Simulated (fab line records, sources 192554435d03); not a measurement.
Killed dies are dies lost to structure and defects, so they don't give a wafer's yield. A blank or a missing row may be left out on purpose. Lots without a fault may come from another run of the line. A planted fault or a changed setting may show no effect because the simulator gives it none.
Which tool did it? | flow n5_finfet | 12 lots, 34 wafers sampled, at 5 steps of a route of 1938

WHAT THE GAUGES READ, wafer by wafer
The record holds no reading of a measuring or inspecting step that can be judged against a usual standard deviation.

WHICH TOOL RAN EACH LOT (tool, then ch and the chambers of the sampled wafers, then the start)
lot  | N5_BEOL_M7_ALD_77                   | N5_BEOL_M7_SPUTTER_48        | N5_BEOL_M7_ANNEAL_51             | N5_BEOL_M8_ILD_DEP_00           | N5_PASSIVATION_PROBE_49
L781 | ald_metal-02 ch 0,1,3, day 10 14:34 | pvd_sputter-03, day 10 15:40 | rtp_anneal-02 ch 0, day 10 16:14 | pecvd-03 ch 0,1, day 10 16:56   | -
L783 | ald_metal-04 ch 0,2, day 10 17:00   | pvd_sputter-01, day 10 17:31 | rtp_anneal-02 ch 0, day 10 19:04 | pecvd-01 ch 1,2, day 10 19:51   | -
L788 | ald_metal-02 ch 0,1, day 11 04:26   | pvd_sputter-03, day 11 04:56 | rtp_anneal-02 ch 0, day 11 06:11 | pecvd-03 ch 0, day 11 06:59     | prober-01, day 14 21:29
L784 | ald_metal-04 ch 0,2,3, day 11 04:31 | pvd_sputter-01, day 11 05:05 | rtp_anneal-02 ch 0, day 11 06:28 | pecvd-04 ch 0,2, day 11 07:15   | -
L789 | ald_metal-04 ch 1, day 11 05:19     | pvd_sputter-02, day 11 07:11 | rtp_anneal-02 ch 0, day 11 07:31 | pecvd-03 ch 0, day 11 08:13     | prober-01, day 14 19:38
L785 | ald_metal-02 ch 0,1, day 12 11:41   | pvd_sputter-01, day 12 12:16 | rtp_anneal-01 ch 0, day 12 12:35 | pecvd-01 ch 0,1, day 12 13:24   | prober-01, day 15 17:47
L793 | ald_metal-04 ch 0,2,3, day 12 19:02 | pvd_sputter-01, day 12 19:44 | rtp_anneal-01 ch 0, day 12 19:59 | pecvd-01 ch 0,2, day 12 20:54   | prober-01, day 16 10:05
L797 | ald_metal-02 ch 0,1,2, day 13 23:37 | pvd_sputter-01, day 14 00:25 | rtp_anneal-01 ch 0, day 14 00:46 | pecvd-01 ch 0,1,2, day 14 01:35 | prober-01, day 17 12:26
L800 | ald_metal-03 ch 0,2, day 14 20:51   | pvd_sputter-01, day 14 21:33 | rtp_anneal-01 ch 0, day 14 22:10 | pecvd-03 ch 0,1, day 14 22:55   | -
L802 | ald_metal-02 ch 2,3, day 15 01:05   | pvd_sputter-01, day 15 02:52 | rtp_anneal-02 ch 0, day 15 03:31 | pecvd-04 ch 0,1,2, day 15 04:19 | -
L804 | ald_metal-03 ch 0,1,2, day 15 17:33 | pvd_sputter-03, day 15 19:28 | rtp_anneal-01 ch 0, day 15 19:43 | pecvd-03 ch 0,1,2, day 15 20:28 | -
L803 | ald_metal-04 ch 2,3, day 15 17:38   | pvd_sputter-03, day 15 19:32 | rtp_anneal-02 ch 0, day 15 19:58 | pecvd-04 ch 0,1,2, day 15 20:46 | -
- N5_BEOL_M7_ALD_77: deposits TaN, target thk 2 nm, pulse time 2 s, purge time 3 s.
- N5_BEOL_M7_SPUTTER_48: material Cu, target thk 10 nm, time 1.667 s.
- N5_BEOL_M7_ANNEAL_51: time 90 s.
- N5_BEOL_M8_ILD_DEP_00: deposits SiCOH lowk from DEMS/porogen, target thk 179.75 nm, time 33.4 s.
- N5_PASSIVATION_PROBE_49

WHAT THE TOOLS THEMSELVES READ (means of the sampled wafers that have a number; where no wafer has one, the mark that the record gives instead)
N5_BEOL_M7_ALD_77. Usual: heater_power_w 427 W, standard deviation 40; precursor_vessel_carrier_sccm 1000.4 sccm, standard deviation 2.8; precursor_vessel_temp_c 75.02 C, standard deviation 0.12.
lot  | tool         | heater_power_w (W) | precursor_vessel_carrier_sccm (sccm) | precursor_vessel_temp_c (C) | flag
L781 | ald_metal-02 | 401                | 998.8                                | 75.08                       |
L783 | ald_metal-04 | 426                | 998.4                                | 75.14                       |
L788 | ald_metal-02 | 413                | 999.7                                | 75.08                       |
L784 | ald_metal-04 | 447                | 1000.8                               | 75.04                       |
L789 | ald_metal-04 | 448                | 1000.4                               | 75.34                       |
L785 | ald_metal-02 | 398                | 1003.4                               | 75.06                       |
L793 | ald_metal-04 | 445                | 999.4                                | 74.94                       |
L797 | ald_metal-02 | 410                | 999.2                                | 75.06                       |
L800 | ald_metal-03 | 452                | 998.0                                | 75.20                       |
L802 | ald_metal-02 | 423                | 1000.2                               | 74.92                       |
L804 | ald_metal-03 | 454                | 1000.4                               | 74.91                       |
L803 | ald_metal-04 | 455                | 1002.4                               | 74.96                       |

N5_BEOL_M7_SPUTTER_48. Usual: throttle_valve_pct 30.1 %, standard deviation 1.5.
lot  | tool           | throttle_valve_pct (%) | flag
L781 | pvd_sputter-03 | 30.2                   |
L783 | pvd_sputter-01 | 30.3                   |
L788 | pvd_sputter-03 | 29.7                   |
L784 | pvd_sputter-01 | 29.6                   |
L789 | pvd_sputter-02 | 30.1                   |
L785 | pvd_sputter-01 | 30.2                   |
L793 | pvd_sputter-01 | 29.4                   |
L797 | pvd_sputter-01 | 30.4                   |
L800 | pvd_sputter-01 | 30.1                   |
L802 | pvd_sputter-01 | 29.5                   |
L804 | pvd_sputter-03 | 28.2                   |
L803 | pvd_sputter-03 | 31.0                   |

N5_BEOL_M7_ANNEAL_51. Usual: wafer_temp_C_max 226.4, standard deviation 0.42.
lot  | tool          | wafer_temp_C_max | flag
L781 | rtp_anneal-02 | 226.2            |
L783 | rtp_anneal-02 | 226.1            |
L788 | rtp_anneal-02 | 226.0            |
L784 | rtp_anneal-02 | 226.0            |
L789 | rtp_anneal-02 | 226.1            |
L785 | rtp_anneal-01 | 226.6            |
L793 | rtp_anneal-01 | 226.5            |
L797 | rtp_anneal-01 | 226.7            |
L800 | rtp_anneal-01 | 226.9            |
L802 | rtp_anneal-02 | 226.3            |
L804 | rtp_anneal-01 | 226.8            |
L803 | rtp_anneal-02 | 226.3            |

N5_BEOL_M8_ILD_DEP_00. Usual: heater_power_w 303 W, standard deviation 64; showerhead_plenum_p_Torr 5.733 Torr, standard deviation 0.02; susceptor_temp_C 299.98 C, standard deviation 0.21; throttle_valve_pct 13.8 %, standard deviation 0.51.
lot  | tool     | heater_power_w (W) | showerhead_plenum_p_Torr (Torr) | susceptor_temp_C (C) | throttle_valve_pct (%) | flag
L781 | pecvd-03 | 281                | 5.722                           | 300.06               | 13.8                   |
L783 | pecvd-01 | 274                | 5.726                           | 300.10               | 14.0                   |
L788 | pecvd-03 | 253                | 5.715                           | 299.67               | 13.6                   |
L784 | pecvd-04 | 401                | 5.752                           | 300.17               | 13.8                   |
L789 | pecvd-03 | 295                | 5.731                           | 299.83               | 13.4                   |
L785 | pecvd-01 | 259                | 5.717                           | 300.03               | 14.0                   |
L793 | pecvd-01 | 285                | 5.706                           | 303.97               | 13.6                   | OFF
L797 | pecvd-01 | 255                | 5.708                           | 301.91               | 13.9                   | OFF
L800 | pecvd-03 | 266                | 5.739                           | 299.71               | 13.9                   |
L802 | pecvd-04 | 381                | 5.738                           | 299.97               | 13.8                   |
L804 | pecvd-03 | 274                | 5.732                           | 299.88               | 13.8                   |
L803 | pecvd-04 | 348                | 5.737                           | 300.11               | 13.7                   |

N5_PASSIVATION_PROBE_49. Usual: defect_limited_yield 91.2 %, standard deviation 1.6; killed_at_M0_to_M3 35, standard deviation 11; killed_at_M4_up 14, standard deviation 5.4; killed_at_contacts 13, standard deviation 6; killed_at_front_end 38, standard deviation 11; killed_at_other 3.4, standard deviation 2.6; killed_dies 104, standard deviation 19; killed_open 68, standard deviation 13; killed_short 34, standard deviation 8.5; sort_bin_5_function 5.1 %, standard deviation 1; sort_bin_6_memory 3.3 %, standard deviation 0.72; sort_bin_8_speed 0.1 %, standard deviation 0.9; sort_n_pass 1075, standard deviation 22; sort_yield_pct 91.1 %, standard deviation 1.9.
lot  | tool      | defect_limited_yield (%) | killed_at_M0_to_M3 | killed_at_M4_up | killed_at_contacts | killed_at_front_end | killed_at_other | killed_dies | killed_open | killed_short | sort_bin_5_function (%) | sort_bin_6_memory (%) | sort_bin_8_speed (%) | sort_n_pass | sort_yield_pct (%) | flag
L788 | prober-01 | 91.6                     | 36                 | 8               | 9                  | 44                  | 1.7             | 99          | 64          | 31           | 5.1                     | 2.8                   | 0.0                  | 1081        | 91.6               |
L789 | prober-01 | 91.8                     | 32                 | 11              | 14                 | 36                  | 3.5             | 96          | 62          | 34           | 4.9                     | 2.9                   | 0.0                  | 1084        | 91.8               |
L785 | prober-01 | 93.0                     | 23                 | 15              | 13                 | 30                  | 2.3             | 83          | 55          | 28           | 4.2                     | 2.5                   | 0.0                  | 1097        | 93.0               |
L793 | prober-01 | 89.7                     | 38                 | 9               | 10                 | 60                  | 5.0             | 122         | 79          | 42           | 6.0                     | 4.2                   | 0.0                  | 1058        | 89.7               |
L797 | prober-01 | 88.7                     | 40                 | 18              | 16                 | 58                  | 1.3             | 133         | 90          | 41           | 6.8                     | 3.9                   | 0.0                  | 1047        | 88.7               |

THE ANSWER, worked out from the rows above alone
Rule: a lot is off if the mean of its wafers that have a number lies more than 3 standard deviations from the usual mean. A lot without any number at a reading at which 4 lots or more have one is off too. The other lots that the step has rows for count as sound. The gauges are gone through in route order, then the tools' own readings, and for those a lot's mean is taken as printed above. The first step at which some lot is off is used, and at that step the reading that is off furthest; a lot without a number counts as furthest.
Off: L793, L797, at N5_BEOL_M8_ILD_DEP_00 (susceptor_temp_C).
A tool fits if, at that step or a process step before it, it ran every lot that is off, and no sound lot after the first of them. One fits: pecvd-01 at N5_BEOL_M8_ILD_DEP_00. Its last sound lot is L785 (day 12 13:24), its first lot that is off L793 (day 12 20:54): a fault that began between those two fits.
The tool's own readings at N5_BEOL_M8_ILD_DEP_00 bear it out: on the lots that are off they differ by more than 5 times the standard deviation of the sound lots' means. susceptor_temp_C reads 302.94 C there against 299.95 C on the sound lots.

WHAT THE SIMULATOR HAD PUT IN
Process parameter drift: pecvd-01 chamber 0, from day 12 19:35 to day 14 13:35, at N5_BEOL_M8_ILD_DEP_00. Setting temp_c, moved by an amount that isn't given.
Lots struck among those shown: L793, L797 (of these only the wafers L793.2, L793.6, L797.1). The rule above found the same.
